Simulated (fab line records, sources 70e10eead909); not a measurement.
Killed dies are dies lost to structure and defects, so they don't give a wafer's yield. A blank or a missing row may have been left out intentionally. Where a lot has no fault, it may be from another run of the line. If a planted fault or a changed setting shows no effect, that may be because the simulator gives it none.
Shared-tool check || flow nand_harc || 2 lots and 6 wafers in the sample

## WHY IT WAS OPENED
On 2 of the 2 lots, a flag is raised at NHARC_END_SORT_01 on the reading killed_at_array. No-fault wafers: 58, standard deviation 22.
Rule: a lot is flagged in two cases, either no wafer of it has a number, or all its wafers with numbers fall more than 4 standard deviations from that mean. The other lots count as sound.

{"lot": "L945", "measured": "day 33 03:52", "on": "prober-02", "killed_at_array, wafer by wafer": "669 672 671", "flag": "FLAGGED"}
{"lot": "L944", "measured": "day 33 04:06", "on": "prober-01", "killed_at_array, wafer by wafer": "672 673 669", "flag": "FLAGGED"}
The mean of the flagged lots' numbers is 671, +613 from the usual (+28 standard deviations).

## TOOL THAT RAN EACH LOT
The record holds 2 process steps before the reading, out of a route of 1302 steps. Read each cell as the tool, then ch plus the chambers that the sampled wafers visited, then the start.
{"lot": "L945", "flag": "FLAGGED", "NHARC_A_M0_DEP_00": "pecvd-04 ch 0,1, day 31 11:16", "NHARC_THIN_TSV_PRE_CLEAN_50": "no row"}
{"lot": "L944", "flag": "FLAGGED", "NHARC_A_M0_DEP_00": "pecvd-04 ch 0,2, day 31 08:05", "NHARC_THIN_TSV_PRE_CLEAN_50": "no row"}
What the steps here do:
- NHARC_A_M0_DEP_00: deposits SiOC, target thk 150 nm.
- NHARC_THIN_TSV_PRE_CLEAN_50: time 30 s.
- NHARC_END_SORT_01

## FLAGGED OVER TOTAL, TOOL BY TOOL (the gauges that took the reading come last)
{"step": "NHARC_A_M0_DEP_00", "tool": "pecvd-04", "lots run": 2, "flagged": 2, "share of the flagged lots": "all", "sound lots run after its first flagged lot": 0}
{"step": "NHARC_END_SORT_01", "tool": "prober-01", "lots run": 1, "flagged": 1, "share of the flagged lots": "some", "sound lots run after its first flagged lot": 0}
{"step": "NHARC_END_SORT_01", "tool": "prober-02", "lots run": 1, "flagged": 1, "share of the flagged lots": "some", "sound lots run after its first flagged lot": 0}

## WHAT THE TABLE PERMITS
In the table, 1 row covers all flagged lots: pecvd-04 at NHARC_A_M0_DEP_00.
- pecvd-04 at NHARC_A_M0_DEP_00 ran 2 lots, 2 of them flagged. Because this sample shows no sound lot run on it before its first flagged lot, the start cannot be pinned down more closely.
pecvd-04 at NHARC_A_M0_DEP_00 is the single tool remaining.

## WHAT THE SIMULATOR HAD INSERTED
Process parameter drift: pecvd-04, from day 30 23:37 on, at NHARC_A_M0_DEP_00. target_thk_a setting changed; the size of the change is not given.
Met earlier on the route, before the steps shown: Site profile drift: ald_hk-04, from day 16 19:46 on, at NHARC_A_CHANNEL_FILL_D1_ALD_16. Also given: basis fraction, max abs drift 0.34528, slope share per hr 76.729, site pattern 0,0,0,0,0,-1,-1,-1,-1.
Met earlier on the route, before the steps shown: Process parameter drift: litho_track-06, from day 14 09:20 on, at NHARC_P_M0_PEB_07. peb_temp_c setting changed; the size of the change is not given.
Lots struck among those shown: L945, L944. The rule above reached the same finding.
